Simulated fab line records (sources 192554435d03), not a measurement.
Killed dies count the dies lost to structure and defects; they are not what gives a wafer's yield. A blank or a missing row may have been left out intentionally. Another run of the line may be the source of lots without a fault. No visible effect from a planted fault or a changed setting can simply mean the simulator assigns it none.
Matching of chambers / flow n5-finfet / 4 sister chambers for N5_HKMG_FIN_PWFM_ALD_03 on ald-metal-01
The step deposits TiN, target thk 2 nm, pulse time 1 s, purge time 3 s. 7 wafers are shown with their chamber, then 6 later ones without.

== WAFERS PAIRED WITH THEIR CHAMBERS ==
wafer=L842.2; chamber=1; heater-power-w (W)=821; precursor-pulse-height-rel=1.005
wafer=L845.3; chamber=1; heater-power-w (W)=842; precursor-pulse-height-rel=0.988
wafer=L847.1; chamber=0; heater-power-w (W)=821; precursor-pulse-height-rel=0.983
wafer=L847.4; chamber=3; heater-power-w (W)=755; precursor-pulse-height-rel=1.005
wafer=L857.1; chamber=2; heater-power-w (W)=877; precursor-pulse-height-rel=0.996
wafer=L857.5; chamber=3; heater-power-w (W)=744; precursor-pulse-height-rel=0.988
wafer=L857.6; chamber=0; heater-power-w (W)=816; precursor-pulse-height-rel=0.987

== WAFERS WHOSE CHAMBER IS MISSING ==
wafer=L859.2; heater-power-w (W)=853; precursor-pulse-height-rel=1.021
wafer=L859.3; heater-power-w (W)=881; precursor-pulse-height-rel=0.996
wafer=L859.6; heater-power-w (W)=898; precursor-pulse-height-rel=0.962
wafer=L860.1; heater-power-w (W)=722; precursor-pulse-height-rel=1.030
wafer=L860.4; heater-power-w (W)=813; precursor-pulse-height-rel=0.981
wafer=L860.6; heater-power-w (W)=837; precursor-pulse-height-rel=1.004

== EACH ONE'S CHAMBER ==
wafer=L859.2; from the rows above=can't be placed: 1 or 2 or 0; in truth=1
wafer=L859.3; from the rows above=2; in truth=2
wafer=L859.6; from the rows above=2; in truth=2
wafer=L860.1; from the rows above=3; in truth=3
wafer=L860.4; from the rows above=can't be placed: 0 or 1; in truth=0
wafer=L860.6; from the rows above=can't be placed: 1 or 0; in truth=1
3 of 6 placed correctly. Not placeable from these rows: 3 (in 3, the candidates include the true chamber). Wrongly placed: 0.
How it was worked out, from the rows above alone: a wafer's distance from a chamber is the root of the sum, over the readings, of the square of ((its reading less the chamber's mean) divided by the reading's scatter). The wafer belongs to the nearest chamber; if the next one is less than 2 further off, it can't be placed. A chamber's mean is the mean of its shown wafers. The scatter: the root of (the sum of the squares of (reading less its chamber's mean) over the shown wafers, divided by (wafers less chambers)).
